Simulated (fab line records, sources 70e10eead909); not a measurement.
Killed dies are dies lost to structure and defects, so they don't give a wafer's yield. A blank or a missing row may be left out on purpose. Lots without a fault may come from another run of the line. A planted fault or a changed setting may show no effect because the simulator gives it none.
Chamber matching | flow nand_harc | NHARC_P_CONTACT_CMP_24 on cmp-01: 4 sister chambers
The step polishes, t overpolish 30 s, target thk 200 nm. 8 wafers are shown with their chamber, then 9 later ones without.

WAFERS WITH THEIR CHAMBER
wafer  | chamber | motor_current_A (A) | time_to_endpoint_s (s)
L078.2 | 0       | 11.5                | 38.3
L082.5 | 2       | 10.9                | 36.9
L090.3 | 3       | 12.8                | 39.0
L090.4 | 1       | 12.1                | 39.6
L090.6 | 0       | 11.4                | 36.6
L094.1 | 1       | 12.4                | 39.2
L094.2 | 2       | 11.8                | 42.7
L094.3 | 3       | 13.6                | 37.1

WAFERS WITHOUT THEIR CHAMBER
wafer  | motor_current_A (A) | time_to_endpoint_s (s)
L095.1 | 13.9                | 37.0
L095.2 | 11.3                | 37.9
L095.3 | 10.8                | 38.7
L095.4 | 11.8                | 39.1
L095.5 | 10.4                | 37.2
L095.6 | 11.9                | 38.1
L096.1 | 11.2                | 40.2
L096.2 | 12.4                | 41.5
L096.3 | 10.6                | 40.3

WHICH CHAMBER EACH WENT THROUGH
wafer  | from the rows above               | in truth
L095.1 | 3                                 | 3
L095.2 | can't be placed: 0 or 2 or 1      | 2
L095.3 | can't be placed: 2 or 0 or 1      | 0
L095.4 | can't be placed: 1 or 2 or 0      | 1
L095.5 | can't be placed: 0 or 2 or 1      | 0
L095.6 | can't be placed: 1 or 0 or 2 or 3 | 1
L096.1 | can't be placed: 2 or 0           | 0
L096.2 | can't be placed: 1 or 3 or 2 or 0 | 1
L096.3 | can't be placed: 2 or 0           | 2
Placed correctly: 1 of 9. Can't be placed from these rows: 8 (the true chamber is among the candidates in 8). Placed wrongly: 0.
How it was worked out, from the rows above alone: a wafer's distance from a chamber is the root of the sum, over the readings, of the square of ((its reading less the chamber's mean) divided by the reading's scatter). The wafer belongs to the nearest chamber; if the next one is less than 2 further off, it can't be placed. A chamber's mean is the mean of its shown wafers. The scatter: the root of (the sum of the squares of (reading less its chamber's mean) over the shown wafers, divided by (wafers less chambers)).
